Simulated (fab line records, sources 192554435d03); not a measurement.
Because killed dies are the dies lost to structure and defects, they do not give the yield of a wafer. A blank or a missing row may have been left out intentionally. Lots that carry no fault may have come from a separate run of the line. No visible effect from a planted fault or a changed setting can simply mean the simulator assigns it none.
Which tool was responsible? -- flow n5_finfet -- 24 lots with 72 wafers sampled at 6 steps, on a route of 1938 steps

## WHAT THE GAUGES READ, wafer by wafer
The record lacks any reading of a measuring or inspecting step that a usual standard deviation could be used to judge.

## TOOL THAT RAN EACH LOT (tool first, then ch and the chambers of the sampled wafers, then the start)
lot,N5_MOL_CONTACT_COAG_CVD_140,N5_BEOL_M0_SAQP_ILD_DEP_01,N5_BEOL_M0_SAQP_HM_DEP_02,N5_BEOL_M0_SAQP_HM_DEP_111,N5_BEOL_M0_SAQP_STRIP_86,N5_BEOL_M0_SAQP_ETCH_102
L074,"cvd_w-02 ch 0,1, day 5 10:09","pecvd-04 ch 0,1, day 5 14:12","pvd_sputter-01, day 5 16:56","pecvd-02 ch 1,2, day 5 17:18","rie_diel-06 ch 2,3, day 5 18:14","rie_si-01 ch 1,3, day 5 19:34"
L075,"cvd_w-02 ch 0,1, day 5 15:01","pecvd-01 ch 0,1,2, day 5 19:02","pvd_sputter-01, day 5 20:38","pecvd-02 ch 0,1,2, day 5 21:00","rie_diel-05 ch 1,2,3, day 5 21:47","rie_si-04 ch 0,2,3, day 5 23:07"
L076,"cvd_w-01 ch 0,1, day 5 17:36","pecvd-02 ch 0,2, day 5 22:02","pvd_sputter-01, day 6 01:26","pecvd-01 ch 0,2, day 6 01:49","rie_diel-06 ch 0,1,2, day 6 02:35","rie_si-04 ch 0,2, day 6 04:07"
L077,"cvd_w-01 ch 0,1, day 5 21:35","pecvd-02 ch 0,1,2, day 6 01:36","pvd_sputter-01, day 6 02:04","pecvd-04 ch 0,2, day 6 02:26","rie_diel-05 ch 0,1,2, day 6 03:13","rie_si-02 ch 0,2,3, day 6 04:33"
L078,"cvd_w-02 ch 0,1, day 6 08:44","pecvd-04 ch 0,1,2, day 6 12:46","pvd_sputter-01, day 6 13:10","pecvd-04 ch 0,1,2, day 6 13:32","rie_diel-06 ch 1,3, day 6 14:27","rie_si-02 ch 1,3, day 6 17:49"
L079,"cvd_w-01 ch 0,1, day 6 11:02","pecvd-01 ch 0,1, day 6 15:46","pvd_sputter-03, day 6 17:41","pecvd-01 ch 0,1,2, day 6 18:04","rie_diel-04 ch 0,1, day 6 18:51","rie_si-02 ch 1,3, day 6 20:21"
L080,"cvd_w-01 ch 0,1, day 6 15:40","pecvd-01 ch 0,1,2, day 6 19:42","pvd_sputter-03, day 6 19:45","pecvd-02 ch 0,1, day 6 20:07","rie_diel-04 ch 0,1,2, day 6 21:10","rie_si-01 ch 0,1,3, day 6 22:46"
L081,"cvd_w-02 ch 0,1, day 6 19:14","pecvd-02 ch 0,2, day 6 23:16","pvd_sputter-02, day 7 00:24","pecvd-02 ch 1,2, day 7 00:46","rie_diel-06 ch 0,1,3, day 7 01:41","rie_si-01 ch 0,1, day 7 03:02"
L082,"cvd_w-01 ch 0,1, day 7 03:34","pecvd-02 ch 0,1, day 7 07:31","pvd_sputter-03, day 7 07:53","pecvd-02 ch 0,1, day 7 08:16","rie_diel-06 ch 0,1, day 7 09:20","rie_si-02 ch 0,3, day 7 11:49"
L083,"cvd_w-01 ch 0,1, day 7 10:49","pecvd-01 ch 1,2, day 7 14:45","pvd_sputter-01, day 7 16:24","pecvd-01 ch 0,1, day 7 16:46","rie_diel-04 ch 0,1, day 7 17:41","rie_si-04 ch 0,3, day 7 19:02"
L084,"cvd_w-02 ch 0,1, day 8 01:23","pecvd-02 ch 0,2, day 8 05:44","pvd_sputter-03, day 8 09:08","pecvd-01 ch 0,2, day 8 09:29","rie_diel-05 ch 0,3, day 8 10:30","rie_si-01 ch 0,3, day 8 12:20"
L086,"cvd_w-02 ch 0,1, day 8 05:18","pecvd-02 ch 0,1,2, day 8 09:19","pvd_sputter-03, day 8 09:53","pecvd-04 ch 0,1, day 8 10:15","rie_diel-06 ch 0,2, day 8 11:25","rie_si-04 ch 0,2,3, day 8 12:45"
L085,"cvd_w-01 ch 0,1, day 8 06:10","pecvd-02 ch 1,2, day 8 12:20","pvd_sputter-03, day 8 13:11","pecvd-02 ch 0,1, day 8 13:33","rie_diel-04 ch 0,1, day 8 14:28","rie_si-01 ch 1,2, day 8 15:47"
L087,"cvd_w-02 ch 0,1, day 8 07:55","pecvd-01 ch 0,1,2, day 8 12:20","pvd_sputter-02, day 8 13:12","pecvd-04 ch 1,2, day 8 13:34","rie_diel-04 ch 0,2,3, day 8 14:43","rie_si-02 ch 0,3, day 8 16:03"
L088,"cvd_w-02 ch 0,1, day 8 17:53","pecvd-04 ch 0,1, day 8 21:54","pvd_sputter-03, day 8 23:03","pecvd-02 ch 0,1,2, day 8 23:31","rie_diel-04 ch 0,1,2, day 9 00:49","rie_si-04 ch 1,2,3, day 9 02:29"
L089,"cvd_w-02 ch 0,1, day 9 00:58","pecvd-01 ch 0,1, day 9 05:01","pvd_sputter-02, day 9 06:07","pecvd-04 ch 0,1, day 9 06:29","rie_diel-06 ch 0,2,3, day 9 07:23","rie_si-04 ch 2,3, day 9 08:43"
L090,"cvd_w-02 ch 0,1, day 9 04:50","pecvd-02 ch 1,2, day 9 08:47","pvd_sputter-01, day 9 10:04","pecvd-04 ch 0,2, day 9 10:26","rie_diel-05 ch 0,1,2, day 9 11:26","rie_si-04 ch 0,2,3, day 9 12:48"
L091,"cvd_w-02 ch 0,1, day 9 11:53","pecvd-04 ch 0,1, day 9 15:54","pvd_sputter-02, day 9 16:23","pecvd-01 ch 0,1,2, day 9 16:46","rie_diel-05 ch 0,1, day 9 17:46","rie_si-01 ch 1,2,3, day 9 19:06"
L092,"cvd_w-01 ch 0,1, day 9 21:57","pecvd-02 ch 0,1,2, day 10 01:55","pvd_sputter-03, day 10 02:23","pecvd-02 ch 0,1,2, day 10 02:47","rie_diel-05 ch 0,2,3, day 10 04:09","rie_si-04 ch 2,3, day 10 05:57"
L093,"cvd_w-02 ch 0,1, day 10 00:10","pecvd-02 ch 0,2, day 10 04:56","pvd_sputter-01, day 10 05:40","pecvd-01 ch 0,1, day 10 06:02","rie_diel-05 ch 0,2,3, day 10 07:05","rie_si-01 ch 0,1,2, day 10 08:35"
L094,"cvd_w-02 ch 0,1, day 10 08:23","pecvd-04 ch 0,1, day 10 12:25","pvd_sputter-01, day 10 12:40","pecvd-02 ch 0,2, day 10 13:02","rie_diel-05 ch 0,1,3, day 10 14:02","rie_si-02 ch 0,1, day 10 15:34"
L095,"cvd_w-01 ch 0,1, day 10 09:29","pecvd-04 ch 0,1, day 11 03:23","pvd_sputter-03, day 11 03:57","pecvd-01 ch 0,1, day 11 04:25","rie_diel-05 ch 0,1, day 11 05:21","rie_si-04 ch 2,3, day 11 08:53"
L096,"cvd_w-01 ch 0,1, day 10 16:11","pecvd-02 ch 0,1,2, day 11 03:40","pvd_sputter-02, day 11 04:10","pecvd-04 ch 0,1, day 11 04:31","rie_diel-06 ch 2,3, day 11 05:31","rie_si-01 ch 0,3, day 11 08:58"
L097,"cvd_w-01 ch 0,1, day 10 18:58","pecvd-02 ch 0,1,2, day 11 03:22","pvd_sputter-03, day 11 03:51","pecvd-01 ch 0,1, day 11 04:13","rie_diel-05 ch 0,2,3, day 11 05:04","rie_si-02 ch 0,2,3, day 11 08:34"
- N5_MOL_CONTACT_COAG_CVD_140: deposits W, target thk 66.5 nm, time 215 s.
- N5_BEOL_M0_SAQP_ILD_DEP_01: deposits SiOC from DEMS/O2, target thk 45.419 nm, time 8.7 s.
- N5_BEOL_M0_SAQP_HM_DEP_02: deposits TiN, target thk 12 nm.
- N5_BEOL_M0_SAQP_HM_DEP_111: deposits SiO2 from SiH4/N2O, target thk 12 nm, time 7.2 s.
- N5_BEOL_M0_SAQP_STRIP_86: strips in N2/H2.
- N5_BEOL_M0_SAQP_ETCH_102: etches SiO2 in CF4, target depth 4 nm, time 4.4 s.

## AS READ BY THE TOOLS THEMSELVES (means over the sampled wafers that have a number; for cases with no such wafer, the mark the record gives instead)
N5_MOL_CONTACT_COAG_CVD_140. Usual: heater_power_w 514 W, standard deviation 77.
lot,tool,heater_power_w (W),flag
L074,cvd_w-02,431,
L075,cvd_w-02,461,
L076,cvd_w-01,588,
L077,cvd_w-01,582,
L078,cvd_w-02,456,
L079,cvd_w-01,589,
L080,cvd_w-01,583,
L081,cvd_w-02,457,
L082,cvd_w-01,589,
L083,cvd_w-01,583,
L084,cvd_w-02,469,
L086,cvd_w-02,467,
L085,cvd_w-01,585,
L087,cvd_w-02,440,
L088,cvd_w-02,434,
L089,cvd_w-02,433,
L090,cvd_w-02,433,
L091,cvd_w-02,439,
L092,cvd_w-01,593,
L093,cvd_w-02,432,
L094,cvd_w-02,439,
L095,cvd_w-01,604,
L096,cvd_w-01,596,
L097,cvd_w-01,596,

N5_BEOL_M0_SAQP_ILD_DEP_01. Usual: heater_power_w 489 W, standard deviation 61; showerhead_plenum_p_Torr 5.697 Torr, standard deviation 0.014; showerhead_vpp_V 1356 V, standard deviation 43; throttle_valve_pct 12.0 %, standard deviation 0.41.
lot,tool,heater_power_w (W),showerhead_plenum_p_Torr (Torr),showerhead_vpp_V (V),throttle_valve_pct (%),flag
L074,pecvd-04,430,5.687,1338,12.3,
L075,pecvd-01,494,5.698,1339,12.2,
L076,pecvd-02,532,5.707,1359,11.8,
L077,pecvd-02,465,5.707,1360,11.8,
L078,pecvd-04,500,5.687,1358,12.3,
L079,pecvd-01,574,5.699,1371,12.1,
L080,pecvd-01,504,5.682,1332,12.3,
L081,pecvd-02,536,5.699,1357,11.9,
L082,pecvd-02,494,5.714,1371,11.7,
L083,pecvd-01,468,5.701,1266,12.7,
L084,pecvd-02,523,5.701,1360,11.9,
L086,pecvd-02,496,5.707,1366,11.8,
L085,pecvd-02,473,5.702,1364,11.5,
L087,pecvd-01,493,5.686,1320,12.3,
L088,pecvd-04,463,5.688,1368,12.3,
L089,pecvd-01,544,5.694,1357,12.2,
L090,pecvd-02,424,5.707,1371,11.7,
L091,pecvd-04,449,5.692,1375,12.1,
L092,pecvd-02,470,5.708,1362,11.8,
L093,pecvd-02,541,5.706,1346,12.1,
L094,pecvd-04,440,5.684,1354,12.3,
L095,pecvd-04,440,5.693,1376,12.2,
L096,pecvd-02,461,5.698,1366,11.9,
L097,pecvd-02,465,5.704,1363,11.9,

N5_BEOL_M0_SAQP_HM_DEP_02. Usual: throttle_valve_pct 30.8 %, standard deviation 0.74.
lot,tool,throttle_valve_pct (%),flag
L074,pvd_sputter-01,31.0,
L075,pvd_sputter-01,31.3,
L076,pvd_sputter-01,30.8,
L077,pvd_sputter-01,31.2,
L078,pvd_sputter-01,30.8,
L079,pvd_sputter-03,29.9,
L080,pvd_sputter-03,30.8,
L081,pvd_sputter-02,31.2,
L082,pvd_sputter-03,30.9,
L083,pvd_sputter-01,30.6,
L084,pvd_sputter-03,30.4,
L086,pvd_sputter-03,30.2,
L085,pvd_sputter-03,30.4,
L087,pvd_sputter-02,31.7,
L088,pvd_sputter-03,30.2,
L089,pvd_sputter-02,31.2,
L090,pvd_sputter-01,31.6,
L091,pvd_sputter-02,31.2,
L092,pvd_sputter-03,30.4,
L093,pvd_sputter-01,31.2,
L094,pvd_sputter-01,30.9,
L095,pvd_sputter-03,30.8,
L096,pvd_sputter-02,31.7,
L097,pvd_sputter-03,30.4,

N5_BEOL_M0_SAQP_HM_DEP_111. Usual: heater_power_w 785 W, standard deviation 82; showerhead_plenum_p_Torr 8.15 Torr, standard deviation 0.11; showerhead_vpp_V 1008 V, standard deviation 32.
lot,tool,heater_power_w (W),showerhead_plenum_p_Torr (Torr),showerhead_vpp_V (V),flag
L074,pecvd-02,759,8.18,1020,
L075,pecvd-02,792,8.24,1012,
L076,pecvd-01,738,8.07,965,
L077,pecvd-04,803,8.02,1013,
L078,pecvd-04,767,8.06,1006,
L079,pecvd-01,724,8.11,974,
L080,pecvd-02,746,8.31,1019,
L081,pecvd-02,790,8.20,1013,
L082,pecvd-02,812,8.31,1019,
L083,pecvd-01,766,8.09,1018,
L084,pecvd-01,751,8.05,959,
L086,pecvd-04,828,8.12,1021,
L085,pecvd-02,805,8.31,1004,
L087,pecvd-04,883,8.02,1026,
L088,pecvd-02,767,8.26,1016,
L089,pecvd-04,775,8.11,978,
L090,pecvd-04,750,8.02,1014,
L091,pecvd-01,792,8.10,981,
L092,pecvd-02,795,8.25,1017,
L093,pecvd-01,865,8.15,1013,
L094,pecvd-02,824,8.20,1013,
L095,pecvd-01,893,8.14,1006,
L096,pecvd-04,772,8.12,1021,
L097,pecvd-01,771,8.09,1029,

N5_BEOL_M0_SAQP_STRIP_86. Usual: bias_power_w 28.00 W, standard deviation 0.094; drypump_motor_current_A 5.7 A, standard deviation 0.36; oes_product_au 0.76 a.u., standard deviation 0.073; rf_vpp_V 121.9 V, standard deviation 1.6; showerhead_plenum_p_Torr 3.37 Torr, standard deviation 0.11; throttle_valve_pct 18.8 %, standard deviation 0.33.
lot,tool,bias_power_w (W),drypump_motor_current_A (A),oes_product_au (a.u.),rf_vpp_V (V),showerhead_plenum_p_Torr (Torr),throttle_valve_pct (%),flag
L074,rie_diel-06,28.00,5.4,0.76,121.5,3.49,18.5,
L075,rie_diel-05,27.98,5.4,0.82,120.7,3.30,18.7,
L076,rie_diel-06,28.03,5.9,0.73,122.6,3.39,18.7,
L077,rie_diel-05,27.98,5.6,0.78,121.8,3.36,18.9,
L078,rie_diel-06,27.98,5.6,0.76,121.7,3.32,18.7,
L079,rie_diel-04,27.93,5.7,0.79,122.4,3.35,18.8,
L080,rie_diel-04,27.96,6.0,0.73,122.1,3.35,18.9,
L081,rie_diel-06,27.98,5.6,0.74,121.0,3.39,18.6,
L082,rie_diel-06,27.93,5.8,0.73,122.3,3.31,18.8,
L083,rie_diel-04,28.11,5.8,0.74,123.7,3.40,18.7,
L084,rie_diel-05,28.00,5.9,0.76,120.5,3.40,19.0,
L086,rie_diel-06,28.07,5.8,0.70,123.0,3.46,18.8,
L085,rie_diel-04,28.03,5.7,0.77,121.3,3.34,18.8,
L087,rie_diel-04,28.00,5.7,0.86,122.1,3.31,19.0,
L088,rie_diel-04,27.94,6.0,0.82,121.4,3.34,18.8,
L089,rie_diel-06,27.96,5.7,0.72,123.0,3.46,18.7,
L090,rie_diel-05,28.00,5.5,0.76,122.6,3.35,19.0,
L091,rie_diel-05,28.01,5.8,0.71,122.4,3.37,19.3,
L092,rie_diel-05,28.03,5.6,0.80,123.7,3.37,18.7,
L093,rie_diel-05,28.00,5.6,0.79,122.0,3.37,18.8,
L094,rie_diel-05,28.03,5.7,0.75,122.7,3.31,19.0,
L095,rie_diel-05,28.05,5.8,0.71,121.3,3.37,19.3,
L096,rie_diel-06,28.15,5.4,0.72,121.6,3.47,18.6,
L097,rie_diel-05,28.08,5.6,0.79,121.9,3.37,18.8,

N5_BEOL_M0_SAQP_ETCH_102. Usual: drypump_motor_current_A 5.8 A, standard deviation 0.4; oes_product_au 1.006 a.u., standard deviation 0.018; throttle_valve_pct 21.73 %, standard deviation 0.18.
lot,tool,drypump_motor_current_A (A),oes_product_au (a.u.),throttle_valve_pct (%),flag
L074,rie_si-01,5.7,1.020,21.80,
L075,rie_si-04,6.0,1.015,21.60,
L076,rie_si-04,6.1,1.026,21.68,
L077,rie_si-02,5.8,1.002,21.74,
L078,rie_si-02,6.0,1.003,21.76,
L079,rie_si-02,6.0,1.013,21.76,
L080,rie_si-01,5.8,1.001,21.84,
L081,rie_si-01,5.6,1.004,21.92,
L082,rie_si-02,6.1,1.000,21.73,
L083,rie_si-04,5.9,1.016,21.45,
L084,rie_si-01,6.0,1.000,21.75,
L086,rie_si-04,6.0,1.018,21.61,
L085,rie_si-01,5.1,1.018,21.84,
L087,rie_si-02,6.2,1.000,21.73,
L088,rie_si-04,5.9,1.024,21.77,
L089,rie_si-04,6.1,1.010,21.70,
L090,rie_si-04,6.0,1.015,21.61,
L091,rie_si-01,5.3,1.008,21.77,
L092,rie_si-04,6.1,1.014,21.77,
L093,rie_si-01,5.3,0.998,21.78,
L094,rie_si-02,6.0,0.996,21.88,
L095,rie_si-04,6.0,1.008,21.71,
L096,rie_si-01,6.0,0.996,21.73,
L097,rie_si-02,5.8,1.006,21.75,

## THE ANSWER, worked out from the rows above alone
Rule: take the mean of a lot's wafers that have a number; if it is more than 3 standard deviations from the usual mean, the lot is off. Also off: a lot with no number at a reading for which 4 or more lots have one. Where the step has rows for the other lots, those lots are counted as sound. After the gauges, taken in route order, come the tools' own readings; for these a lot's mean is taken, as printed above. At the first step where some lot is off, the reading lying furthest off is the one used; lots without a number count as furthest.
No lot is off at any reading shown: from this, nothing can be told.

## WHAT THE SIMULATOR HAD PUT IN
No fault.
